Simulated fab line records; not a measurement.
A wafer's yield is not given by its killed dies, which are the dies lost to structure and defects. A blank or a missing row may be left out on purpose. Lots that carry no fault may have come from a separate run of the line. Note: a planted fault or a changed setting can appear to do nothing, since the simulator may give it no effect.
Lot-split experiment :: flow n5_finfet :: route with 1938 steps; 7 lots, 21 wafers read

== THE SPLIT ==
At N5_BEOL_M9_COAT_60 (time 60 s, resist thk 30 nm), the setting spin_rpm was moved away from the recipe's 1500 rpm on 5 of the 21 wafers read, by -8.0% to +9.7%. For the rest of the wafers, this setting stayed at what the recipe calls for.

== FROM THE SPLIT TO THE READING: what the file shows between them, 2 steps ==
- N5_BEOL_M9_DESCUM_16: chemistry O2, time 7.9 s (also split here: time_s)
- N5_BEOL_M9_ETCH_61: etches SiARC in CF4, target depth 39 nm, time 65 s

== THE READING ==
SiARC_of_BEOL_M9_COAT_60.thk_nm (the simulator's own value, which no gauge read), in nm, at N5_BEOL_M9_ETCH_62 (etches SOC in N2/H2, target depth 110 nm, overetch 22 nm, time 165 s). There is no usual value for it anywhere in the file. Average 23.5 nm, standard deviation 0.14 nm, over the 16 wafers here run with the recipe.

wafer: L075.2
tool, chamber at the split: litho_track-03, 0
spin_rpm as run, rpm: 1500
against the recipe: recipe
SiARC_of_BEOL_M9_COAT_60.thk_nm, nm: 23.6
against lot-mates on the recipe: -

wafer: L075.3
tool, chamber at the split: litho_track-03, 0
spin_rpm as run, rpm: 1407
against the recipe: -6.2%
SiARC_of_BEOL_M9_COAT_60.thk_nm, nm: 24.6
against lot-mates on the recipe: +1.0

wafer: L075.6
tool, chamber at the split: litho_track-03, 0
spin_rpm as run, rpm: 1407
against the recipe: -6.2%
SiARC_of_BEOL_M9_COAT_60.thk_nm, nm: 24.6
against lot-mates on the recipe: +1.0

wafer: L081.2
tool, chamber at the split: litho_track-02, 0
spin_rpm as run, rpm: 1500
against the recipe: recipe
SiARC_of_BEOL_M9_COAT_60.thk_nm, nm: 23.4
against lot-mates on the recipe: -

wafer: L081.3
tool, chamber at the split: litho_track-02, 0
spin_rpm as run, rpm: 1500
against the recipe: recipe
SiARC_of_BEOL_M9_COAT_60.thk_nm, nm: 23.6
against lot-mates on the recipe: -

wafer: L081.6
tool, chamber at the split: litho_track-02, 0
spin_rpm as run, rpm: 1500
against the recipe: recipe
SiARC_of_BEOL_M9_COAT_60.thk_nm, nm: 23.6
against lot-mates on the recipe: -

wafer: L082.2
tool, chamber at the split: litho_track-02, 0
spin_rpm as run, rpm: 1500
against the recipe: recipe
SiARC_of_BEOL_M9_COAT_60.thk_nm, nm: 23.6
against lot-mates on the recipe: -

wafer: L082.5
tool, chamber at the split: litho_track-02, 0
spin_rpm as run, rpm: 1500
against the recipe: recipe
SiARC_of_BEOL_M9_COAT_60.thk_nm, nm: 23.8
against lot-mates on the recipe: -

wafer: L082.6
tool, chamber at the split: litho_track-02, 0
spin_rpm as run, rpm: 1380
against the recipe: -8.0%
SiARC_of_BEOL_M9_COAT_60.thk_nm, nm: 24.8
against lot-mates on the recipe: +1.1

wafer: L083.2
tool, chamber at the split: litho_track-02, 0
spin_rpm as run, rpm: 1500
against the recipe: recipe
SiARC_of_BEOL_M9_COAT_60.thk_nm, nm: 23.4
against lot-mates on the recipe: -

wafer: L083.4
tool, chamber at the split: litho_track-02, 0
spin_rpm as run, rpm: 1500
against the recipe: recipe
SiARC_of_BEOL_M9_COAT_60.thk_nm, nm: 23.4
against lot-mates on the recipe: -

wafer: L083.3
tool, chamber at the split: litho_track-02, 0
spin_rpm as run, rpm: 1500
against the recipe: recipe
SiARC_of_BEOL_M9_COAT_60.thk_nm, nm: 23.6
against lot-mates on the recipe: -

wafer: L086.2
tool, chamber at the split: litho_track-02, 0
spin_rpm as run, rpm: 1500
against the recipe: recipe
SiARC_of_BEOL_M9_COAT_60.thk_nm, nm: 23.4
against lot-mates on the recipe: -

wafer: L086.6
tool, chamber at the split: litho_track-02, 0
spin_rpm as run, rpm: 1500
against the recipe: recipe
SiARC_of_BEOL_M9_COAT_60.thk_nm, nm: 23.4
against lot-mates on the recipe: -

wafer: L086.3
tool, chamber at the split: litho_track-02, 0
spin_rpm as run, rpm: 1500
against the recipe: recipe
SiARC_of_BEOL_M9_COAT_60.thk_nm, nm: 23.6
against lot-mates on the recipe: -

wafer: L089.1
tool, chamber at the split: litho_track-03, 0
spin_rpm as run, rpm: 1500
against the recipe: recipe
SiARC_of_BEOL_M9_COAT_60.thk_nm, nm: 23.4
against lot-mates on the recipe: -

wafer: L089.5
tool, chamber at the split: litho_track-03, 0
spin_rpm as run, rpm: 1500
against the recipe: recipe
SiARC_of_BEOL_M9_COAT_60.thk_nm, nm: 23.8
against lot-mates on the recipe: -

wafer: L089.6
tool, chamber at the split: litho_track-03, 0
spin_rpm as run, rpm: 1500
against the recipe: recipe
SiARC_of_BEOL_M9_COAT_60.thk_nm, nm: 23.6
against lot-mates on the recipe: -

wafer: L093.1
tool, chamber at the split: litho_track-03, 0
spin_rpm as run, rpm: 1646
against the recipe: +9.7%
SiARC_of_BEOL_M9_COAT_60.thk_nm, nm: 22.2
against lot-mates on the recipe: -1.2

wafer: L093.4
tool, chamber at the split: litho_track-03, 0
spin_rpm as run, rpm: 1646
against the recipe: +9.7%
SiARC_of_BEOL_M9_COAT_60.thk_nm, nm: 22.2
against lot-mates on the recipe: -1.2

wafer: L093.3
tool, chamber at the split: litho_track-03, 0
spin_rpm as run, rpm: 1500
against the recipe: recipe
SiARC_of_BEOL_M9_COAT_60.thk_nm, nm: 23.4
against lot-mates on the recipe: -

THE FIT
A straight line over all 21 wafers: SiARC_of_BEOL_M9_COAT_60.thk_nm changes by -0.149 nm for each +1% of spin_rpm; r = -0.98; the points scatter about the line by 0.14 nm.
The same after taking each lot's own level away (the mean of its wafers on the recipe; 21 wafers): -0.135 nm for each +1%; r = -0.98; scatter 0.11 nm.
On that fit, the largest move of spin_rpm shifts the reading by 1.3 nm.
Measured against the standard deviation above, the lots' own levels, which go from 23.40 to 23.70 nm, span 2.2 times it.
In other words, the slope is changed by the lot-to-lot level; the two fits disagree.
Check: for one of the wafers moved furthest among these (+9.7%), held out of the fit, the line's prediction against its lot-mates is -1.33 nm. Against them it came out at -1.2 nm.

== FURTHER SPLITS ON THESE WAFERS ==
Other splits were also applied to these wafers ahead of the reading. Each is held against what the fit with the lots' levels taken away leaves over:
other split on the same wafers: N5_BEOL_M7_PECVD_70 time_s
wafers away from the commonest value: 7
r with SiARC_of_BEOL_M9_COAT_60.thk_nm (lot level and that fit taken away): -0.17

other split on the same wafers: N5_BEOL_M7_COAT_71 spin_rpm
wafers away from the commonest value: 10
r with SiARC_of_BEOL_M9_COAT_60.thk_nm (lot level and that fit taken away): +0.40

other split on the same wafers: N5_BEOL_M7_EXPOSE_25 dose_mj
wafers away from the commonest value: 7
r with SiARC_of_BEOL_M9_COAT_60.thk_nm (lot level and that fit taken away): -0.46

other split on the same wafers: N5_BEOL_M8_PECVD_70 temp_c
wafers away from the commonest value: 6
r with SiARC_of_BEOL_M9_COAT_60.thk_nm (lot level and that fit taken away): -0.22

other split on the same wafers: N5_BEOL_M8_DEVELOP_10 develop_time_s
wafers away from the commonest value: 5
r with SiARC_of_BEOL_M9_COAT_60.thk_nm (lot level and that fit taken away): +0.15

other split on the same wafers: N5_BEOL_M9_DESCUM_16 time_s
wafers away from the commonest value: 5
r with SiARC_of_BEOL_M9_COAT_60.thk_nm (lot level and that fit taken away): +0.06

== THE WHOLE CHAIN: every reading that the file lists as answering this split, in the file's order ==
step: N5_BEOL_M9_COAT_60
what it does: time 60 s, resist thk 30 nm
reading: SiARC_of_BEOL_M9_COAT_60.thk_nm (the simulator's own value, which no gauge read)
change (the file's fit): -0.147 nm for each +1% of the setting
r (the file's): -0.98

step: N5_BEOL_M9_ETCH_61
what it does: etches SiARC in CF4, target depth 39 nm, time 65 s
reading: etch.depth_nm (the simulator's own value, which no gauge read)
change (the file's fit): -0.146 nm for each +1% of the setting
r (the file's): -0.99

step: N5_BEOL_M9_ETCH_62
what it does: etches SOC in N2/H2, target depth 110 nm, overetch 22 nm, time 165 s
reading: SiARC_of_BEOL_M9_COAT_60.thk_nm (the simulator's own value, which no gauge read)
change (the file's fit): -0.135 nm for each +1% of the setting
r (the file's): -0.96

== FILE'S OWN FIT ==
SiARC_of_BEOL_M9_COAT_60.thk_nm changes by -0.135 nm for each +1% of spin_rpm, r = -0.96.
